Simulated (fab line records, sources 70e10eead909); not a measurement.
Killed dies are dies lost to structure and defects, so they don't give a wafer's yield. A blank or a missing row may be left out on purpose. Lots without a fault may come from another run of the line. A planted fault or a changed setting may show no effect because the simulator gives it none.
Which tool did it? | flow nand_harc | 14 lots, 42 wafers sampled, at 5 steps of a route of 1302

WHAT THE GAUGES READ, wafer by wafer
NHARC_P_ZERO_WELL_CD_MEAS_52: target cd 2000 nm. Usual: cd_nm 2000.0 nm, standard deviation 1.4.
lot  | measured     | on        | cd_nm (nm)           | flag
L404 | day 2 01:31  | cd_sem-02 | 1999.6 1999.2 2000.4 |
L407 | day 3 07:37  | cd_sem-01 | 1999.3 1999.1 2000.0 |
L410 | day 4 13:36  | cd_sem-03 | 1999.0 1999.6 1998.5 |
L412 | day 5 09:52  | cd_sem-01 | 1999.7 1999.1 1999.5 |
L414 | day 6 05:49  | cd_sem-02 | 1999.2 1999.2 1999.8 |
L415 | day 6 15:55  | cd_sem-02 | 2000.7 2000.6 2000.9 |
L416 | day 7 01:51  | cd_sem-01 | 2003.0 2003.6 2002.8 |
L419 | day 8 07:46  | cd_sem-03 | 2000.3 1999.7 1998.5 |
L420 | day 8 18:17  | cd_sem-03 | 1999.7 1998.3 1998.5 |
L421 | day 9 03:52  | cd_sem-01 | 2001.9 2001.2 2001.0 |
L422 | day 9 13:52  | cd_sem-01 | 2000.6 1999.0 2002.1 |
L423 | day 10 00:53 | cd_sem-03 | 1999.3 2001.0 1999.7 |
L426 | day 11 05:53 | cd_sem-03 | 1997.8 1999.1 1999.4 |
L427 | day 11 15:35 | cd_sem-03 | 1997.3 2000.0 2000.2 |

NHARC_P_STI_OCD_MEAS_43. Usual: trench_depth_nm 301.2 nm, standard deviation 2.8; trench_foot_cd_nm 157.6 nm, standard deviation 1.7.
lot  | measured     | on     | trench_depth_nm (nm) | trench_foot_cd_nm (nm) | flag
L404 | day 3 02:55  | ocd-01 | 300.1 301.0 299.5    | 157.0 156.3 156.9      |
L407 | day 4 03:55  | ocd-01 | 304.5 303.8 304.0    | 158.7 156.0 156.2      |
L410 | day 5 07:52  | ocd-01 | 303.8 302.4 304.6    | 156.5 156.1 157.8      |
L412 | day 6 05:42  | ocd-02 | 302.0 307.2 302.9    | 157.5 158.6 157.5      |
L414 | day 7 00:08  | ocd-01 | 305.5 302.9 304.0    | 158.3 161.7 157.8      |
L415 | day 7 11:09  | ocd-01 | 300.2 301.7 302.0    | 156.8 155.7 157.9      |
L416 | day 7 20:28  | ocd-02 | 301.0 299.0 298.6    | 157.3 156.6 158.1      |
L419 | day 9 02:32  | ocd-01 | 305.2 301.1 304.2    | 158.1 158.6 161.3      |
L420 | day 9 12:06  | ocd-02 | 297.0 295.3 296.9    | 159.1 157.4 159.1      |
L421 | day 9 22:00  | ocd-01 | 298.1 300.9 301.7    | 158.7 158.1 157.7      |
L422 | day 10 07:26 | ocd-02 | 302.7 304.4 297.7    | 157.7 157.9 158.8      |
L423 | day 10 18:21 | ocd-01 | 300.7 304.0 303.7    | 157.1 156.1 155.9      |
L426 | day 12 00:19 | ocd-02 | 296.5 301.3 299.5    | 156.5 158.3 155.6      |
L427 | day 12 10:48 | ocd-02 | 298.4 301.9 299.4    | 160.2 156.3 158.9      |

NHARC_END_SORT_01. Usual: defect_limited_yield 91.4 %, standard deviation 2.4; killed_at_array 54, standard deviation 16; killed_at_other 0.6, standard deviation 0.86; killed_at_periphery 3.8, standard deviation 2.6; killed_dies 58, standard deviation 16; killed_open 3.3, standard deviation 1.8; killed_short 2.7, standard deviation 1.7; sort_bin_2_pct 3.1 %, standard deviation 1.1; sort_bin_3_pct 0.7 %, standard deviation 0.39; sort_bin_4_pct 4.8 %, standard deviation 1.3; sort_n_pass 619, standard deviation 16; sort_rim_yield_pct 89 %, standard deviation 6; sort_yield_pct 91.4 %, standard deviation 2.4.
lot  | measured     | on        | defect_limited_yield (%) | killed_at_array | killed_at_other | killed_at_periphery | killed_dies | killed_open | killed_short | sort_bin_2_pct (%) | sort_bin_3_pct (%) | sort_bin_4_pct (%) | sort_n_pass | sort_rim_yield_pct (%) | sort_yield_pct (%) | flag
L407 | day 26 12:31 | prober-02 | 92.2 91.6 92.3           | 49 51 45        | 0 2 1           | 4 4 6               | 53 57 52    | 3 5 2       | 3 4 3        | 1.9 1.9 3.2        | 0.1 0.9 0.3        | 5.8 5.6 4.1        | 624 620 625 | 98 92 98               | 92.2 91.6 92.3     |
L410 | day 26 02:28 | prober-02 | 88.2 87.1 90.5           | 75 84 61        | 1 0 0           | 4 3 3               | 80 87 64    | 4 3 9       | 6 4 2        | 5.0 5.5 3.5        | 0.6 1.0 1.8        | 6.2 6.4 4.1        | 597 590 613 | 98 97 96               | 88.2 87.1 90.5     |
L415 | day 28 14:43 | prober-01 | 88.3 86.6 86.4           | 74 82 85        | 0 0 1           | 5 9 6               | 79 91 92    | 2 1 2       | 0 4 1        | 4.4 4.6 3.7        | 0.3 1.3 1.9        | 6.9 7.5 8.0        | 598 586 585 | 84 83 81               | 88.3 86.6 86.4     |
L422 | day 31 21:07 | prober-02 | 91.3 91.9 91.7           | 48 48 43        | 0 1 0           | 11 6 13             | 59 55 56    | 5 4 1       | 2 4 4        | 2.2 3.2 2.2        | 0.7 0.1 0.1        | 5.8 4.7 5.9        | 618 622 621 | 86 82 81               | 91.3 91.9 91.7     |
L423 | day 31 21:56 | prober-01 | 90.1 91.6 91.3           | 63 53 53        | 0 0 1           | 4 4 5               | 67 57 59    | 6 2 4       | 3 5 0        | 4.7 3.7 4.7        | 0.9 0.9 0.1        | 4.3 3.8 3.8        | 610 620 618 | 75 81 77               | 90.1 91.6 91.3     |
L426 | day 33 07:35 | prober-01 | 93.6 95.0 94.2           | 37 33 34        | 2 1 3           | 4 0 2               | 43 34 39    | 4 4 3       | 3 4 3        | 1.8 1.3 2.4        | 0.4 0.4 0.1        | 4.1 3.2 3.2        | 634 643 638 | 89 91 91               | 93.6 95.0 94.2     |

WHICH TOOL RAN EACH LOT (tool, then ch and the chambers of the sampled wafers, then the start)
lot  | NHARC_P_ZERO_WELL_ETCH_63        | NHARC_P_GATE_DEP_103
L404 | rie_si-04 ch 0,2,3, day 1 21:33  | pecvd-03 ch 1,2, day 5 07:41
L407 | rie_si-05 ch 1,2,3, day 3 03:33  | pecvd-03 ch 0,1,2, day 6 06:59
L410 | rie_si-04 ch 0,1,2, day 4 09:39  | pecvd-04 ch 1,2, day 7 11:08
L412 | rie_si-03 ch 0,2,3, day 5 05:40  | pecvd-04 ch 0,1,2, day 8 04:43
L414 | rie_si-04 ch 0,1,2, day 6 01:36  | pecvd-02 ch 1,2, day 9 04:42
L415 | rie_si-03 ch 1,3, day 6 11:34    | pecvd-04 ch 1,2, day 9 20:16
L416 | rie_si-03 ch 1,2,3, day 6 21:41  | pecvd-02 ch 0,1, day 9 22:55
L419 | rie_si-05 ch 1,2,3, day 8 03:42  | pecvd-03 ch 0,1,2, day 10 22:35
L420 | rie_si-04 ch 1,2, day 8 13:41    | pecvd-03 ch 0,2, day 11 15:51
L421 | rie_si-03 ch 0,1,3, day 8 23:55  | pecvd-04 ch 1,2, day 11 22:28
L422 | rie_si-04 ch 1,2,3, day 9 09:39  | pecvd-02 ch 0,2, day 12 10:04
L423 | rie_si-05 ch 1,2,3, day 9 20:16  | pecvd-04 ch 0,1,2, day 12 19:32
L426 | rie_si-04 ch 1,2,3, day 11 01:42 | pecvd-03 ch 0,1,2, day 14 03:35
L427 | rie_si-03 ch 0,2,3, day 11 11:33 | pecvd-02 ch 1,2, day 14 14:55
- NHARC_P_ZERO_WELL_ETCH_63: etches the open film in HBr/Cl2, target depth 120 nm, time 40.1 s.
- NHARC_P_GATE_DEP_103: deposits SiON, target thk 30 nm.

WHAT THE TOOLS THEMSELVES READ (means of the sampled wafers that have a number; where no wafer has one, the mark that the record gives instead)
NHARC_P_ZERO_WELL_ETCH_63. Usual: drypump_motor_current_A 5.9 A, standard deviation 0.58; oes_product_au 1.001 a.u., standard deviation 0.0069; throttle_valve_pct 26.405 %, standard deviation 0.01.
lot  | tool      | drypump_motor_current_A (A) | oes_product_au (a.u.) | throttle_valve_pct (%) | flag
L404 | rie_si-04 | 6.0                         | 1.009                 | 26.393                 |
L407 | rie_si-05 | 5.8                         | 0.991                 | 26.406                 |
L410 | rie_si-04 | 6.1                         | 1.004                 | 26.401                 |
L412 | rie_si-03 | 5.4                         | 0.993                 | 26.399                 |
L414 | rie_si-04 | 6.0                         | 1.005                 | 26.411                 |
L415 | rie_si-03 | 5.3                         | 0.998                 | 26.412                 |
L416 | rie_si-03 | 5.5                         | 1.005                 | 26.396                 |
L419 | rie_si-05 | 5.9                         | 0.998                 | 26.412                 |
L420 | rie_si-04 | 6.0                         | 0.994                 | 26.412                 |
L421 | rie_si-03 | 5.2                         | 0.995                 | 26.409                 |
L422 | rie_si-04 | 5.9                         | 0.997                 | 26.404                 |
L423 | rie_si-05 | 5.9                         | 0.998                 | 26.415                 |
L426 | rie_si-04 | 5.9                         | 1.007                 | 26.411                 |
L427 | rie_si-03 | 5.3                         | 0.996                 | 26.410                 |

NHARC_P_GATE_DEP_103. Usual: heater_power_w 771 W, standard deviation 62.
lot  | tool     | heater_power_w (W) | flag
L404 | pecvd-03 | 788                |
L407 | pecvd-03 | 797                |
L410 | pecvd-04 | 829                |
L412 | pecvd-04 | 849                |
L414 | pecvd-02 | 769                |
L415 | pecvd-04 | 819                |
L416 | pecvd-02 | 713                |
L419 | pecvd-03 | 760                |
L420 | pecvd-03 | 771                |
L421 | pecvd-04 | 886                |
L422 | pecvd-02 | 756                |
L423 | pecvd-04 | 809                |
L426 | pecvd-03 | 794                |
L427 | pecvd-02 | 818                |

THE ANSWER, worked out from the rows above alone
Rule: a lot is off if the mean of its wafers that have a number lies more than 3 standard deviations from the usual mean. A lot without any number at a reading at which 4 lots or more have one is off too. The other lots that the step has rows for count as sound. The gauges are gone through in route order, then the tools' own readings, and for those a lot's mean is taken as printed above. The first step at which some lot is off is used, and at that step the reading that is off furthest; a lot without a number counts as furthest.
No lot is off at any reading shown: from this, nothing can be told.

WHAT THE SIMULATOR HAD PUT IN
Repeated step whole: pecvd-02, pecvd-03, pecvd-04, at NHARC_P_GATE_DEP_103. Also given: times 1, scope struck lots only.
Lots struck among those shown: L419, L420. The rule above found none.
